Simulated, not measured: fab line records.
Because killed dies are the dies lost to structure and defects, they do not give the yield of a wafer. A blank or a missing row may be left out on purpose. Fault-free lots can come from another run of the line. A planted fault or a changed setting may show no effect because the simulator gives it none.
Matching of chambers / flow nand-harc / 4 sister chambers for NHARC_P_GATE_STRIP_101 on rie-diel-13
The step strips in O2, time 20 s. 22 wafers are shown with their chamber, then 11 later ones without.

== WAFERS, EACH WITH ITS CHAMBER ==
wafer=L075.1; chamber=1; showerhead-plenum-p-Torr (Torr)=3.52; oes-product-au (a.u.)=0.987; rf-vpp-V (V)=57.8
wafer=L075.2; chamber=0; showerhead-plenum-p-Torr (Torr)=3.56; oes-product-au (a.u.)=1.014; rf-vpp-V (V)=57.9
wafer=L075.6; chamber=3; showerhead-plenum-p-Torr (Torr)=3.48; oes-product-au (a.u.)=1.005; rf-vpp-V (V)=56.6
wafer=L081.1; chamber=2; showerhead-plenum-p-Torr (Torr)=3.64; oes-product-au (a.u.)=1.014; rf-vpp-V (V)=57.1
wafer=L081.3; chamber=1; showerhead-plenum-p-Torr (Torr)=3.52; oes-product-au (a.u.)=1.002; rf-vpp-V (V)=57.9
wafer=L081.6; chamber=2; showerhead-plenum-p-Torr (Torr)=3.64; oes-product-au (a.u.)=1.018; rf-vpp-V (V)=57.8
wafer=L084.1; chamber=0; showerhead-plenum-p-Torr (Torr)=3.56; oes-product-au (a.u.)=1.001; rf-vpp-V (V)=59.5
wafer=L084.2; chamber=3; showerhead-plenum-p-Torr (Torr)=3.47; oes-product-au (a.u.)=1.009; rf-vpp-V (V)=56.9
wafer=L084.3; chamber=1; showerhead-plenum-p-Torr (Torr)=3.52; oes-product-au (a.u.)=0.989; rf-vpp-V (V)=58.8
wafer=L085.1; chamber=3; showerhead-plenum-p-Torr (Torr)=3.47; oes-product-au (a.u.)=1.012; rf-vpp-V (V)=58.2
wafer=L085.2; chamber=1; showerhead-plenum-p-Torr (Torr)=3.52; oes-product-au (a.u.)=0.981; rf-vpp-V (V)=57.6
wafer=L085.5; chamber=2; showerhead-plenum-p-Torr (Torr)=3.64; oes-product-au (a.u.)=1.013; rf-vpp-V (V)=56.4
wafer=L086.3; chamber=0; showerhead-plenum-p-Torr (Torr)=3.56; oes-product-au (a.u.)=1.017; rf-vpp-V (V)=58.0
wafer=L086.4; chamber=3; showerhead-plenum-p-Torr (Torr)=3.47; oes-product-au (a.u.)=1.006; rf-vpp-V (V)=58.8
wafer=L086.5; chamber=1; showerhead-plenum-p-Torr (Torr)=3.52; oes-product-au (a.u.)=0.987; rf-vpp-V (V)=57.4
wafer=L087.1; chamber=1; showerhead-plenum-p-Torr (Torr)=3.52; oes-product-au (a.u.)=0.982; rf-vpp-V (V)=56.5
wafer=L087.2; chamber=2; showerhead-plenum-p-Torr (Torr)=3.64; oes-product-au (a.u.)=1.012; rf-vpp-V (V)=56.5
wafer=L087.6; chamber=3; showerhead-plenum-p-Torr (Torr)=3.47; oes-product-au (a.u.)=1.010; rf-vpp-V (V)=57.0
wafer=L088.1; chamber=3; showerhead-plenum-p-Torr (Torr)=3.47; oes-product-au (a.u.)=1.008; rf-vpp-V (V)=57.5
wafer=L088.5; chamber=1; showerhead-plenum-p-Torr (Torr)=3.51; oes-product-au (a.u.)=0.982; rf-vpp-V (V)=58.5
wafer=L088.6; chamber=0; showerhead-plenum-p-Torr (Torr)=3.56; oes-product-au (a.u.)=1.015; rf-vpp-V (V)=59.2
wafer=L090.1; chamber=3; showerhead-plenum-p-Torr (Torr)=3.47; oes-product-au (a.u.)=1.005; rf-vpp-V (V)=57.3

SIGNATURES (averages over the wafers above)
reading=showerhead-plenum-p-Torr; chamber 0=3.5600; chamber 1=3.5186; chamber 2=3.6400; chamber 3=3.4714; scatter within a chamber=0.00309
reading=oes-product-au; chamber 0=1.01175; chamber 1=0.98714; chamber 2=1.01425; chamber 3=1.00786; scatter within a chamber=0.00546
reading=rf-vpp-V; chamber 0=58.650; chamber 1=57.786; chamber 2=56.950; chamber 3=57.471; scatter within a chamber=0.756
Rule: for a wafer and a chamber, the distance is found by dividing, reading by reading, the gap between the wafer's reading and the chamber's mean by the reading's scatter, squaring, summing and taking the root. The wafer belongs to the nearest chamber; if the next one is less than 2 further off, it can't be placed. How the scatter is found: for the shown wafers, subtract from each reading the mean of its chamber, square and add these, divide the total by (wafers less chambers), then take the root.

== WAFERS MISSING THEIR CHAMBER ==
wafer=L090.5; showerhead-plenum-p-Torr (Torr)=3.51; oes-product-au (a.u.)=0.982; rf-vpp-V (V)=57.1
wafer=L090.6; showerhead-plenum-p-Torr (Torr)=3.63; oes-product-au (a.u.)=1.020; rf-vpp-V (V)=57.9
wafer=L091.1; showerhead-plenum-p-Torr (Torr)=3.51; oes-product-au (a.u.)=0.985; rf-vpp-V (V)=56.0
wafer=L091.4; showerhead-plenum-p-Torr (Torr)=3.47; oes-product-au (a.u.)=1.009; rf-vpp-V (V)=57.5
wafer=L091.5; showerhead-plenum-p-Torr (Torr)=3.63; oes-product-au (a.u.)=1.017; rf-vpp-V (V)=57.3
wafer=L092.1; showerhead-plenum-p-Torr (Torr)=3.51; oes-product-au (a.u.)=0.972; rf-vpp-V (V)=58.2
wafer=L092.3; showerhead-plenum-p-Torr (Torr)=3.55; oes-product-au (a.u.)=1.012; rf-vpp-V (V)=59.5
wafer=L092.5; showerhead-plenum-p-Torr (Torr)=3.55; oes-product-au (a.u.)=1.017; rf-vpp-V (V)=59.1
wafer=L093.2; showerhead-plenum-p-Torr (Torr)=3.51; oes-product-au (a.u.)=0.995; rf-vpp-V (V)=58.2
wafer=L093.3; showerhead-plenum-p-Torr (Torr)=3.55; oes-product-au (a.u.)=1.014; rf-vpp-V (V)=58.0
wafer=L093.6; showerhead-plenum-p-Torr (Torr)=3.47; oes-product-au (a.u.)=1.000; rf-vpp-V (V)=57.9

== CHAMBER TAKEN BY EACH ==
wafer=L090.5; from the rows above=1; in truth=1
wafer=L090.6; from the rows above=2; in truth=2
wafer=L091.1; from the rows above=1; in truth=1
wafer=L091.4; from the rows above=3; in truth=3
wafer=L091.5; from the rows above=2; in truth=2
wafer=L092.1; from the rows above=1; in truth=1
wafer=L092.3; from the rows above=0; in truth=0
wafer=L092.5; from the rows above=0; in truth=0
wafer=L093.2; from the rows above=1; in truth=1
wafer=L093.3; from the rows above=0; in truth=0
wafer=L093.6; from the rows above=3; in truth=3
Placed correctly: 11 of 11. Left unplaced by these rows: 0. 0 placed wrongly.
